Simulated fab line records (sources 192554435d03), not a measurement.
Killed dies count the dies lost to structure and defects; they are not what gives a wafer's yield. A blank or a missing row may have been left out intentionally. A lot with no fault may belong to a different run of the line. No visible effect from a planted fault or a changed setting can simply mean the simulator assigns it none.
fab line records	flow n5_finfet
record: lots: 7	wafers: 21
route steps=1938 shown WELL_APT@21 PMOS_HMC_CHANNEL_EPI@57 DUMMY_GATE@222 SD_EPI_P@321 SD_ACTIVATION@330 SDB@368 HKMG_FIN@413 MOL_CONTACT_COAG@559 BEOL_M4@1111 PASSIVATION@1936
start_h: the number of hours between the record's first day and the start of the first shown wafer of the lot	wait_h: how many hours have passed since the lot's step before this one	" same as the row above	L1.1+2: a single row standing in for several wafers	- either no value or no given start	* or withheld: withheld	< > ~ a bound
route shown NAME@n: a module of which the file shows steps, and the number in the route of the first	usual: mean/standard deviation of fault-free wafers	same: alike in all rows	chamber/n: place in a boat	sites: readings site by site	_std_site: how widely they spread, as a standard deviation	_edge_site: inner sites' mean taken away from outer sites' mean	radius_mm: how far each site lies from the wafer's centre	mask NAME#n: copy n	behind: the tool/chamber that last shaped the wafer	hold: why the lot was held/for how many hours/how that ended	device: the transistor (n, p or np) that didn't switch	end of line: tests run on the same wafers once the route is complete	for a step that has no rows: nothing shown but its recipe	killed: dies that structure and defects cost at the first sort, which is not the same as the wafer's yield	map: per-die view of a wafer (x killed, . not killed, _ where there is no die)
set.NAME: the setting as run; set.NAME@STEP: as run at that earlier step	model.NAME: the simulator's own value behind a step, which no gauge read
lots run with intentionally changed settings; tables by step, rows by wafer
== steps ==
step: N5_WELL_APT_COAT_02
recipe: spin_rpm: 1357	resist_thk_nm: 950
lot.wafer	tool	chamber	start_h	wait_h	set.spin_rpm	model.coat_of_WELL_APT_COAT_02.thk_nm
L074.2	litho_track-03	0	-	-	1357	952.2
L074.4	"	0	"	"	1357	953.8
L074.5	"	0	"	"	1357	951.2
L076.1	litho_track-03	0	-	-	1357	948.5
L076.2	"	0	"	"	1357	951.1
L076.6	"	0	"	"	1443	923.1
L077.2	litho_track-01	0	-	-	1357	951.1
L077.4	"	0	"	"	1357	947.8
L077.6	"	0	"	"	1357	951
L082.2	litho_track-03	0	-	-	1357	947.6
L082.3	"	0	"	"	1357	952.2
L082.4	"	0	"	"	1357	953
L083.1	litho_track-03	0	-	-	1357	950.5
L083.3	"	0	"	"	1357	946.6
L083.4	"	0	"	"	1357	947.5
L090.1	litho_track-03	0	-	-	1302	971.2
L090.2	"	0	"	"	1357	950.7
L090.6	"	0	"	"	1302	970.8
L095.1	litho_track-03	0	-	-	1357	949.5
L095.4	"	0	"	"	1357	950.8
L095.6	"	0	"	"	1357	951.9
step: N5_WELL_APT_EXPOSE_05
recipe: mask_id: NWELL	na: 0.8	source_shape: conventional	sigma_outer: 0.8	polarization: unpolarized	defocus_nm: 0	target_cd_nm: 200	dose_mj: 20.3
lot.wafer	tool	chamber	start_h	wait_h	mask	set.dose_mj
L074.2+4	krf_scanner-01	0	13.56	-	NWELL#0	19.16
L074.5	"	0	"	"	NWELL#0	20.3
L076.1+2+6	krf_scanner-01	0	25.51	-	NWELL#0	20.3
L077.2	krf_scanner-01	0	31.39	-	NWELL#0	20.68
L077.4+6	"	0	"	"	NWELL#0	20.3
L082.2	krf_scanner-02	0	61.76	-	NWELL#0	20.84
L082.3+4	"	0	"	"	NWELL#0	20.3
L083.1+3+4	krf_scanner-02	0	68.41	-	NWELL#0	20.3
L090.1	krf_scanner-02	0	109.47	-	NWELL#0	20.3
L090.2+6	"	0	"	"	NWELL#0	18.95
L095.1+4+6	krf_scanner-01	0	139.39	-	NWELL#0	20.3
step: N5_WELL_APT_PEB_06
recipe: peb_temp_c: 130	peb_time_s: 90
step: N5_WELL_APT_DEVELOP_07
recipe: develop_time_s: 45	rinse_liquid: surfactant_rinse	dry: air_spin	dev_temp_c: 21
step: N5_WELL_APT_HARDBAKE_12
recipe: temp_c: 130	time_s: 120
step: N5_WELL_APT_CD_MEAS_08
recipe: target_cd_nm: 200	landing_energy_ev: 500	detector: se_inlens
usual: cd_nm: 200.2/1.4
lot.wafer	tool	chamber	start_h	wait_h	set.dose_mj@WELL_APT_EXPOSE_05	cd_nm
L074.2	cd_sem-01	0	13.72	-	19.16	190.9
L074.4	"	0	"	"	19.16	190.0
L074.5	"	0	"	"	20.3	199.8
L076.1	cd_sem-03	0	25.68	-	20.3	201.3
L076.2	"	0	"	"	20.3	200.7
L076.6	"	0	"	"	20.3	200.9
L077.2	cd_sem-01	0	31.56	-	20.68	201.7
L077.4	"	0	"	"	20.3	201.2
L077.6	"	0	"	"	20.3	200.2
L082.2	cd_sem-03	0	61.93	-	20.84	204.2
L082.3	"	0	"	"	20.3	198.5
L082.4	"	0	"	"	20.3	198.7
L083.1	cd_sem-03	0	68.59	-	20.3	201.9
L083.3	"	0	"	"	20.3	199.2
L083.4	"	0	"	"	20.3	200.8
L090.1	cd_sem-03	0	109.64	-	20.3	199.3
L090.2	"	0	"	"	18.95	188.6
L090.6	"	0	"	"	18.95	188.5
L095.1	cd_sem-03	0	139.56	-	20.3	197.7
L095.4	"	0	"	"	20.3	200.4
L095.6	"	0	"	"	20.3	198.6
step: N5_WELL_APT_DESCUM_13
recipe: chemistry: O2	time_s: 7.9	source_power_w: 50	bias_power_w: 20	pressure_mtorr: 20	rf_frequency_hz: 2.712e+07	temp_c: 40	o2_flow_sccm: 225
lot.wafer	tool	chamber	start_h	wait_h	set.dose_mj@WELL_APT_EXPOSE_05	model.WELL_APT.cd_nm
L074.2	rie_diel-01	3	13.91	0.1	19.16	190.9
L074.4	"	1	"	"	19.16	190
L074.5	"	2	"	"	20.3	200
L076.1	rie_diel-01	1	25.99	0.3	20.3	201.7
L076.2	"	0	"	"	20.3	201
L076.6	"	1	"	"	20.3	201.2
L077.2	rie_diel-02	1	31.65	0.0	20.68	201.8
L077.4	"	2	"	"	20.3	201.2
L077.6	"	1	"	"	20.3	200.3
L082.2	rie_diel-02	1	62.24	0.3	20.84	204.3
L082.3	"	3	"	"	20.3	198.5
L082.4	"	0	"	"	20.3	199.3
L083.1	rie_diel-02	1	68.78	0.1	20.3	201.5
L083.3	"	2	"	"	20.3	199.6
L083.4	"	0	"	"	20.3	200.8
L090.1	rie_diel-02	0	109.73	0.0	20.3	199.4
L090.2+6	"	2,0	"	"	18.95	188.5
L095.1	rie_diel-01	2	139.65	0.0	20.3	198
L095.4	"	1	"	"	20.3	200.1
L095.6	"	2	"	"	20.3	198.7
step: N5_PMOS_HMC_CHANNEL_EPI_HM_DEP_34
recipe: material: SiO2	target_thk_a: 360	temp_c: 400	precursor: TEOS/O2	pressure_torr: 6.5	rf_w: 900	teos_flow_sccm: 161.4	gas: O2	flow_sccm: 2650	time_s: 6.9
lot.wafer	tool	chamber	start_h	wait_h	set.time_s	model.SiO2_of_PMOS_HMC_CHANNEL_EPI_HM_DEP_34.thk_nm
L074.2	pecvd-03	0	16.73	0.0	6.9	35.84
L074.4	"	0	"	"	7.818	40.74
L074.5	"	2	"	"	7.818	40.97
L076.1	pecvd-04	1	29.40	0.1	6.9	36.05
L076.2	"	2	"	"	6.13	31.58
L076.6	"	2	"	"	6.9	36.24
L077.2	pecvd-03	2	34.64	0.0	5.907	30.52
L077.4	"	0	"	"	6.9	36.37
L077.6	"	1	"	"	5.907	31.02
L082.2	pecvd-04	0	65.80	0.0	6.9	35.46
L082.3	"	2	"	"	6.9	35.34
L082.4	"	1	"	"	6.9	35.58
L083.1	pecvd-04	0	71.77	0.0	7.695	39.77
L083.3	"	1	"	"	6.9	35.85
L083.4	"	1	"	"	7.695	40.82
L090.1	pecvd-04	1	112.53	0.0	6.9	36.1
L090.2	"	0	"	"	6.9	35.68
L090.6	"	0	"	"	6.9	36.13
L095.1	pecvd-03	1	142.46	0.0	6.9	34.78
L095.4	"	2	"	"	6.9	35.6
L095.6	"	0	"	"	6.9	35.93
step: N5_DUMMY_GATE_COAT_34
recipe: resist: SOC	temp_c: 250	time_s: 60	spin_rpm: 1500	resist_thk_nm: 60
lot.wafer	tool	chamber	start_h	wait_h	set.spin_rpm	model.SOC_of_DUMMY_GATE_COAT_34.thk_nm
L074.2+5	litho_track-01	0	49.30	0.0	1500	60.2
L074.4	"	0	"	"	1599	58.2
L076.1	litho_track-02	0	61.66	0.0	1578	58.2
L076.2	"	0	"	"	1500	59.8
L076.6	"	0	"	"	1500	60
L077.2+6	litho_track-05	0	69.58	0.0	1500	60
L077.4	"	0	"	"	1605	58.4
L082.2+3	litho_track-05	0	97.51	0.0	1500	60.4
L082.4	"	0	"	"	1435	61.8
L083.1	litho_track-02	0	103.29	0.0	1500	60
L083.3	"	0	"	"	1577	58.8
L083.4	"	0	"	"	1577	58.6
L090.1	litho_track-01	0	142.47	0.0	1500	60
L090.2	"	0	"	"	1576	58.4
L090.6	"	0	"	"	1500	59.8
L095.1	litho_track-01	0	173.54	0.0	1500	60.2
L095.4+6	"	0	"	"	1500	60.4
step: N5_DUMMY_GATE_COAT_35
recipe: resist: SiARC	temp_c: 220	time_s: 60	spin_rpm: 1500	resist_thk_nm: 10
step: N5_DUMMY_GATE_COAT_28
recipe: resist: underlayer	temp_c: 205	time_s: 60	spin_rpm: 1500	resist_thk_nm: 10
step: N5_DUMMY_GATE_ETCH_29
recipe: chemistry: N2/H2	target: underlayer	target_depth_a: 130	ion_energy_ev: 200	pressure_mtorr: 30	source_w: 840	bias_w: 150	n2_flow_sccm: 200	h2_flow_sccm: 200
step: N5_DUMMY_GATE_ETCH_36
recipe: chemistry: CF4	target: SiARC	target_depth_a: 130	pressure_mtorr: 40	source_w: 545	bias_w: 36	Ar_flow_sccm: 100	cf4_flow_sccm: 100	ion_energy_ev: 80
step: N5_DUMMY_GATE_ETCH_37
recipe: chemistry: N2/H2	target: SOC	target_depth_a: 600	overetch_a: 300	temp_c: 40	ion_energy_ev: 200	pressure_mtorr: 30	source_w: 840	bias_w: 150	n2_flow_sccm: 200	h2_flow_sccm: 200
lot.wafer	tool	chamber	start_h	wait_h	set.spin_rpm@DUMMY_GATE_COAT_34	model.etch.depth_nm
L074.2	rie_diel-04	1	49.96	0.0	1500	60.22
L074.4	"	2	"	"	1599	58.24
L074.5	"	3	"	"	1500	60.21
L076.1	rie_diel-04	0	63.55	0.0	1578	58.26
L076.2	"	3	"	"	1500	59.87
L076.6	"	2	"	"	1500	59.96
L077.2	rie_diel-04	2	70.25	0.0	1500	60.1
L077.4	"	0	"	"	1605	58.37
L077.6	"	1	"	"	1500	60.04
L082.2	rie_diel-05	1	98.05	0.0	1500	60.46
L082.3	"	2	"	"	1500	60.43
L082.4	"	0	"	"	1435	61.73
L083.1	rie_diel-04	1	103.84	0.0	1500	60.01
L083.3	"	0	"	"	1577	58.72
L083.4	"	2	"	"	1577	58.66
L090.1	rie_diel-06	1	143.41	0.0	1500	59.95
L090.2	"	3	"	"	1576	58.37
L090.6	"	3	"	"	1500	59.87
L095.1	rie_diel-05	1	174.12	0.0	1500	60.23
L095.4	"	0	"	"	1500	60.37
L095.6	"	2	"	"	1500	60.43
step: N5_DUMMY_GATE_STRIP_38
recipe: chemistry: N2/H2	temp_c: 40	n2_flow_sccm: 200	h2_flow_sccm: 200	rf_frequency_hz: 6e+07
step: N5_DUMMY_GATE_STRIP_39
recipe: chemistry: N2/H2	temp_c: 40	n2_flow_sccm: 200	h2_flow_sccm: 200	rf_frequency_hz: 6e+07
step: N5_DUMMY_GATE_STRIP_40
recipe: chemistry: CF4	resist: SiARC	power_w: 300	bias_power_w: 75	pressure_mtorr: 50	cf4_flow_sccm: 150	rf_frequency_hz: 6e+07
step: N5_DUMMY_GATE_ETCH_31
recipe: chemistry: C4F6/O2	target: SiO2	mask_material: SOC	target_depth_a: 825	time_s: 27.5	ion_energy_ev: 250	pressure_mtorr: 30	source_w: 345	bias_w: 185	Ar_flow_sccm: 300	C4F6_flow_sccm: 10	O2_flow_sccm: 10
lot.wafer	tool	chamber	start_h	wait_h	set.spin_rpm@DUMMY_GATE_COAT_34	model.SOC_of_DUMMY_GATE_COAT_34.thk_nm
L074.2+5	rie_diel-05	1,2	50.24	0.0	1500	52
L074.4	"	3	"	"	1599	50
L076.1	rie_diel-04	0	64.09	0.1	1578	50
L076.2+6	"	2	"	"	1500	51.6
L077.2	rie_diel-06	1	70.53	0.0	1500	52
L077.4	"	3	"	"	1605	50
L077.6	"	3	"	"	1500	51.8
L082.2+3	rie_diel-05	1,2	98.33	0.0	1500	52.2
L082.4	"	3	"	"	1435	53.4
L083.1	rie_diel-05	2	104.12	0.0	1500	51.6
L083.3	"	1	"	"	1577	50.4
L083.4	"	3	"	"	1577	50.2
L090.1+6	rie_diel-04	3	143.89	0.2	1500	51.6
L090.2	"	0	"	"	1576	50
L095.1+4	rie_diel-04	3,1	174.42	0.0	1500	52
L095.6	"	0	"	"	1500	52.2
step: N5_SD_EPI_P_EPI_21
recipe: material: SiGe:B	dopant: B	temp_c: 550	pressure_torr: 20	ambient: H2	time_s: 355
lot.wafer	tool	chamber	start_h	wait_h	set.temp_c	model.SiGe-B_of_SD_EPI_P_EPI_21.thk_nm
L074.2	epi_rpcvd-02	0	60.07	0.5	548.5	58.8
L074.4	"	0	"	"	550	60.6
L074.5	"	0	"	"	548.5	57.8
L076.1	epi_rpcvd-04	0	71.97	0.1	553.8	65.8
L076.2	"	0	"	"	553.8	66.4
L076.6	"	0	73.77	1.8	550	61
L077.2	epi_rpcvd-03	0	80.00	0.5	550	60.6
L077.4	"	0	"	"	550	61.4
L077.6	"	0	"	"	546.5	56.8
L082.2	epi_rpcvd-02	0	107.43	0.5	553.3	67.6
L082.3	"	0	"	"	553.3	67
L082.4	"	0	"	"	553.3	67.8
L083.1	epi_rpcvd-04	0	112.30	0.1	548.5	60.4
L083.3	"	0	"	"	550	61.8
L083.4	"	0	"	"	548.5	59.4
L090.1	epi_rpcvd-03	0	151.88	0.1	550	61
L090.2	"	0	"	"	550	61.2
L090.6	"	0	153.68	1.8	550	62
L095.1+6	epi_rpcvd-03	0	182.94	0.2	550	61.6
L095.4	"	0	184.38	1.5	550	61
step: N5_SD_EPI_P_HM_STRIP_48
recipe: chemistry: H3PO4	temp_c: 160	material: SiNx	target: SiNx	target_depth_a: 30	overetch_fraction: 0.3
step: N5_SD_EPI_P_SRD_49
recipe: dry: ipa_marangoni	time_s: 30	temp_c: 23	rinse_liquid: diw
step: N5_SD_EPI_P_PRECLEAN_24
recipe: chemistry: O3/DIW	time_s: 45	temp_c: 22	o3_ppm: 10
lot.wafer	tool	chamber	start_h	wait_h	set.temp_c@SD_EPI_P_EPI_21	model.SiGe-B_of_SD_EPI_P_EPI_21.thk_nm
L074.2	wet_bench-01	2	62.01	0.0	548.5	58.2
L074.4	"	3	"	"	550	60
L074.5	"	6	"	"	548.5	57.4
L076.1	wet_bench-05	5	74.29	0.0	553.8	65.2
L076.2	"	0	"	"	553.8	66
L076.6	"	3	"	"	550	60.6
L077.2	wet_bench-05	3	81.96	0.0	550	60.2
L077.4	"	1	"	"	550	61
L077.6	"	4	"	"	546.5	56.4
L082.2+4	wet_bench-05	2,1	109.37	0.0	553.3	67.2
L082.3	"	0	"	"	553.3	66.4
L083.1	wet_bench-01	4	114.61	0.0	548.5	60
L083.3	"	2	"	"	550	61.4
L083.4	"	6	"	"	548.5	59
L090.1+2	wet_bench-01	5,7	154.20	0.0	550	60.6
L090.6	"	4	"	"	550	61.4
L095.1	wet_bench-02	4	185.97	0.0	550	61
L095.4	"	6	"	"	550	60.6
L095.6	"	1	"	"	550	61.2
step: N5_SD_EPI_P_PRECLEAN_32
recipe: chemistry: dHF	time_s: 10	dilution: 500:1	temp_c: 25
step: N5_SD_EPI_P_PRECLEAN_33
recipe: chemistry: SC2	time_s: 45	temp_c: 35	mix: 1:1:50
step: N5_SD_ACTIVATION_RTA_00
recipe: temp_c: 975	time_s: 0	ambient: N2	idle_temp_c: 600	ramp_up_c_per_s: 150	ramp_down_c_per_s: 60	cool_to_c: 600
step: N5_SD_ACTIVATION_LSA_01
recipe: temp_c: 1080	time_s: 0.0008	ambient: N2
step: N5_SD_ACTIVATION_RS_MEAS_03
recipe: thk_meas_gauge: four-point-probe
usual: RS_SD_N: 21.8/0.33	RS_SD_P: 56.0/1
lot.wafer	tool	chamber	start_h	wait_h	set.temp_c@SD_EPI_P_EPI_21	RS_SD_N[ohm/sq]	RS_SD_P[ohm/sq]
L074.2	film_metro-02	-	62.53	0.2	548.5	21.1	57.2
L074.4	"	-	"	"	550	21.3	55.2
L074.5	"	-	"	"	548.5	21.2	58.6
L076.1	film_metro-01	-	74.79	0.2	553.8	21.8	52.4
L076.2	"	-	"	"	553.8	22.2	51.5
L076.6	"	-	"	"	550	21.9	56.2
L077.2	film_metro-01	-	82.56	0.2	550	21.4	55.4
L077.4	"	-	"	"	550	21.4	55.0
L077.6	"	-	"	"	546.5	21.1	59.1
L082.2	film_metro-01	-	109.91	0.2	553.3	21.5	49.6
L082.3	"	-	"	"	553.3	21.6	50.2
L082.4	"	-	"	"	553.3	21.4	49.6
L083.1	film_metro-02	-	115.11	0.2	548.5	22.1	57.5
L083.3	"	-	"	"	550	21.7	55.1
L083.4	"	-	"	"	548.5	21.9	58.0
L090.1	film_metro-02	-	154.72	0.2	550	21.5	56.2
L090.2	"	-	"	"	550	21.5	56.2
L090.6	"	-	"	"	550	21.4	55.3
L095.1	film_metro-01	-	186.47	0.2	550	21.9	56.5
L095.4	"	-	"	"	550	21.8	56.2
L095.6	"	-	"	"	550	22.2	55.8
step: N5_SDB_ETCH_25
recipe: chemistry: C4F6/O2	target: SiO2	target_depth_a: 100	time_s: 3.3	ion_energy_ev: 250	mask_material: SiNx	pressure_mtorr: 30	source_w: 345	bias_w: 185	Ar_flow_sccm: 300	C4F6_flow_sccm: 10	O2_flow_sccm: 10
lot.wafer	tool	chamber	start_h	wait_h	set.time_s	model.etch.depth_nm
L074.2	rie_diel-03	1	70.88	0.2	3.3	9.912
L074.4	"	3	"	"	3.3	9.86
L074.5	"	3	"	"	3.3	9.857
L076.1	rie_diel-01	0	82.47	0.0	3.756	11.3
L076.2	"	3	"	"	3.3	10.01
L076.6	"	1	"	"	3.3	9.777
L077.2	rie_diel-03	3	91.05	0.0	3.3	9.773
L077.4	"	1	"	"	3.026	9.022
L077.6	"	2	"	"	3.3	10.05
L082.2	rie_diel-02	0	119.36	0.5	2.771	8.312
L082.3	"	2	"	"	3.3	10.2
L082.4	"	1	"	"	3.3	9.806
L083.1	rie_diel-03	1	123.10	0.0	3.543	10.61
L083.3	"	2	"	"	3.543	10.91
L083.4	"	2	"	"	3.3	10.24
L090.1	rie_diel-02	2	164.16	1.0	3.3	10.16
L090.2	"	3	"	"	3.3	9.974
L090.6	"	3	"	"	3.3	9.91
L095.1	rie_diel-03	3	195.19	0.5	3.3	9.571
L095.4	"	3	"	"	3.3	9.704
L095.6	"	0	"	"	3.3	9.957
step: N5_HKMG_FIN_CVD_62
recipe: material: a-Si	target_thk_a: 30	temp_c: 500	precursor: Si2H6	pressure_torr: 1	time_s: 20.8
lot.wafer	tool	chamber	start_h	wait_h	set.temp_c	model.a-Si_of_HKMG_FIN_CVD_62.thk_nm
L074.2+4	thermal_cvd_si-01	0,2	77.85	0.2	482.8	2
L074.5	"	1	"	"	500	3.2
L076.1+6	thermal_cvd_si-01	2,1	90.83	0.2	510.6	4
L076.2	"	1	"	"	500	2.8
L077.2+4+6	thermal_cvd_si-02	2,1,0	98.44	0.2	500	3
L082.2+3	thermal_cvd_si-01	0,2	126.60	0.2	512.7	4.4
L082.4	"	0	"	"	500	3.2
L083.1	thermal_cvd_si-02	2	130.08	0.2	500	3.2
L083.3	"	1	"	"	516.4	4.8
L083.4	"	0	"	"	500	3
L090.1+6	thermal_cvd_si-01	0	171.47	0.2	507.1	3.6
L090.2	"	2	"	"	500	3
L095.1+4+6	thermal_cvd_si-02	0,1,2	202.24	0.2	500	3
step: N5_MOL_CONTACT_COAG_ALD_27
recipe: material: SiOC	target_thk_a: 170	temp_c: 400	ald_precursor_family: carbosiloxane	ald_co_reactant: H2-plasma	pulse_time_s: 1.5	time_s: 2720	purge_time_s: 2	co_reactant_purge_time_s: 2	ald_cycles: 340	pressure_torr: 2
lot.wafer	tool	chamber	start_h	wait_h	set.time_s
L074.2+4+5	ald_sin-03	1,0,0	102.54	0.0	2720
L076.1+2+6	ald_sin-01	2,3,2	110.50	0.3	2720
L077.2+4+6	ald_sin-03	3,0,1	118.33	0.0	2720
L082.2+3	ald_sin-02	0,1	147.89	0.2	2720
L082.4	"	2	"	"	2415
L083.1+4	ald_sin-01	0,2	151.13	0.0	2720
L083.3	"	3	"	"	3196
L090.1+2+6	ald_sin-02	2,1,3	195.19	0.0	2720
L095.1+4+6	ald_sin-01	0,2,3	225.26	0.0	2720
step: N5_BEOL_M4_RC_MEAS_101
usual: IOFF_P: 0.21/0.032	ION_N: 670/8.1	ION_P: 461/7	VT_N: 250.4/2.6	VT_P: -250/3.7
lot.wafer	tool	chamber	start_h	wait_h	set.time_s@MOL_CONTACT_COAG_ALD_27	IOFF_P[nA/um]	ION_N[uA/um]	ION_P[uA/um]	VT_N[mV]	VT_P[mV]
L074.2	prober-02	0	184.56	0.2	2720	0.20	668	458	249.6	-251
L074.4	"	0	"	"	2720	0.20	663	454	252.8	-253
L074.5	"	0	"	"	2720	0.19	671	451	251.3	-256
L076.1	prober-01	0	205.64	0.0	2720	0.45	574	488	293.8	-229
L076.2	"	0	"	"	2720	0.21	664	459	252.7	-250
L076.6	"	0	"	"	2720	0.62	564	496	295.3	-224
L077.2	prober-01	0	208.80	0.2	2720	0.18	657	464	257.3	-254
L077.4	"	0	"	"	2720	0.23	670	467	250.0	-249
L077.6	"	0	"	"	2720	0.18	664	452	253.6	-253
L082.2	prober-02	0	244.60	0.2	2720	1.62	424	538	363.6	-194
L082.3	"	0	"	"	2720	2.36	402	551	374.4	-186
L082.4	"	0	"	"	2415	0.27	669	467	249.5	-244
L083.1	prober-01	0	248.04	0.0	2720	0.20	662	454	254.2	-250
L083.3	"	0	"	"	3196	3.81	315	580	418.7	-172
L083.4	"	0	"	"	2720	0.22	678	463	249.0	-252
L090.1	prober-01	0	303.57	0.0	2720	0.17	660	443	251.7	-255
L090.2	"	0	"	"	2720	0.19	668	455	252.1	-253
L090.6	"	0	"	"	2720	0.17	664	443	250.5	-256
L095.1	prober-02	0	312.47	0.0	2720	0.21	672	467	251.6	-248
L095.4	"	0	"	"	2720	0.20	678	471	250.6	-249
L095.6	"	0	"	"	2720	0.21	671	465	250.8	-248
step: N5_PASSIVATION_PROBE_49
usual: sort_bin_4_leakage: 0/0
lot.wafer	tool	chamber	start_h	wait_h	set.time_s@MOL_CONTACT_COAG_ALD_27	sort_bin_4_leakage[%]
L074.2	prober-01	-	302.98	0.2	2720	0
L074.4	prober-01	-	303.08	0.3	2720	0
L074.5	prober-01	-	303.13	0.3	2720	0
L077.2	prober-01	-	318.48	0.1	2720	0
L077.4	prober-01	-	318.58	0.2	2720	0
L077.6	prober-01	-	318.68	0.3	2720	0
L076.1	prober-01	-	319.03	0.0	2720	2.97
L076.2	prober-01	-	319.08	0.1	2720	0
L076.6	prober-01	-	319.28	0.3	2720	39.75
L083.1	prober-01	-	347.51	0.0	2720	0
L083.3	prober-01	-	347.61	0.1	3196	89.75
L083.4	prober-01	-	347.66	0.2	2720	0
L082.2	prober-01	-	348.26	0.1	2720	80.42
L082.3	prober-01	-	348.31	0.1	2720	91.86
L082.4	prober-01	-	348.36	0.2	2415	0
L090.1	prober-01	-	413.80	0.0	2720	0
L090.2	prober-01	-	413.85	0.1	2720	0
L090.6	prober-01	-	414.05	0.3	2720	0
L095.1	prober-01	-	419.74	0.0	2720	0
L095.4	prober-01	-	419.89	0.2	2720	0
L095.6	prober-01	-	419.99	0.3	2720	0
== key ==
split: step: N5_WELL_APT_COAT_02	setting: spin_rpm	stated: 1357	by: wafer
response: step: N5_WELL_APT_COAT_02	reading: model.coat_of_WELL_APT_COAT_02.thk_nm	change: -4.43	per: 1%	r: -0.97
split: step: N5_WELL_APT_EXPOSE_05	setting: dose_mj	stated: 20.3	by: wafer
response: step: N5_WELL_APT_CD_MEAS_08	reading: cd_nm	change: +1.63	per: 1%	r: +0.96
response: step: N5_WELL_APT_DESCUM_13	reading: model.WELL_APT.cd_nm	change: +1.64	per: 1%	r: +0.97
split: step: N5_PMOS_HMC_CHANNEL_EPI_HM_DEP_34	setting: time_s	stated: 6.9	by: wafer
response: step: N5_PMOS_HMC_CHANNEL_EPI_HM_DEP_34	reading: model.SiO2_of_PMOS_HMC_CHANNEL_EPI_HM_DEP_34.thk_nm	change: +0.389	per: 1%	r: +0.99
split: step: N5_DUMMY_GATE_COAT_34	setting: spin_rpm	stated: 1500	by: wafer
response: step: N5_DUMMY_GATE_COAT_34	reading: model.SOC_of_DUMMY_GATE_COAT_34.thk_nm	change: -0.281	per: 1%	r: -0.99
response: step: N5_DUMMY_GATE_ETCH_37	reading: model.etch.depth_nm	change: -0.282	per: 1%	r: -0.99
response: step: N5_DUMMY_GATE_ETCH_31	reading: model.SOC_of_DUMMY_GATE_COAT_34.thk_nm	change: -0.288	per: 1%	r: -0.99
split: step: N5_SD_EPI_P_EPI_21	setting: temp_c	stated: 550	by: wafer
response: step: N5_SD_EPI_P_EPI_21	reading: model.SiGe-B_of_SD_EPI_P_EPI_21.thk_nm	change: +7.12	per: 1%	r: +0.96
response: step: N5_SD_EPI_P_PRECLEAN_24	reading: model.SiGe-B_of_SD_EPI_P_EPI_21.thk_nm	change: +7.03	per: 1%	r: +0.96
response: step: N5_SD_ACTIVATION_RS_MEAS_03	reading: RS_SD_P	change: -6.7	per: 1%	r: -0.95
split: step: N5_SDB_ETCH_25	setting: time_s	stated: 3.3	by: wafer
response: step: N5_SDB_ETCH_25	reading: model.etch.depth_nm	change: +0.101	per: 1%	r: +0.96
split: step: N5_HKMG_FIN_CVD_62	setting: temp_c	stated: 500	by: wafer
response: step: N5_HKMG_FIN_CVD_62	reading: model.a-Si_of_HKMG_FIN_CVD_62.thk_nm	change: +0.454	per: 1%	r: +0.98
split: step: N5_MOL_CONTACT_COAG_ALD_27	setting: time_s	stated: 2720	by: wafer
response: step: N5_BEOL_M4_RC_MEAS_101	reading: IOFF_P	slope: +0.191	per: 1%	together_with: none	explained: 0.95
response: step: N5_BEOL_M4_RC_MEAS_101	reading: ION_N	slope: -21	per: 1%	together_with: none	explained: 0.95
response: step: N5_BEOL_M4_RC_MEAS_101	reading: ION_P	slope: +6.9	per: 1%	together_with: none	explained: 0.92
response: step: N5_BEOL_M4_RC_MEAS_101	reading: VT_N	slope: +9.87	per: 1%	together_with: none	explained: 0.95
response: step: N5_BEOL_M4_RC_MEAS_101	reading: VT_P	slope: +4.62	per: 1%	together_with: none	explained: 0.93
response: step: N5_PASSIVATION_PROBE_49	reading: sort_bin_4_leakage	slope: +5.87	per: 1%	together_with: none	explained: 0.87
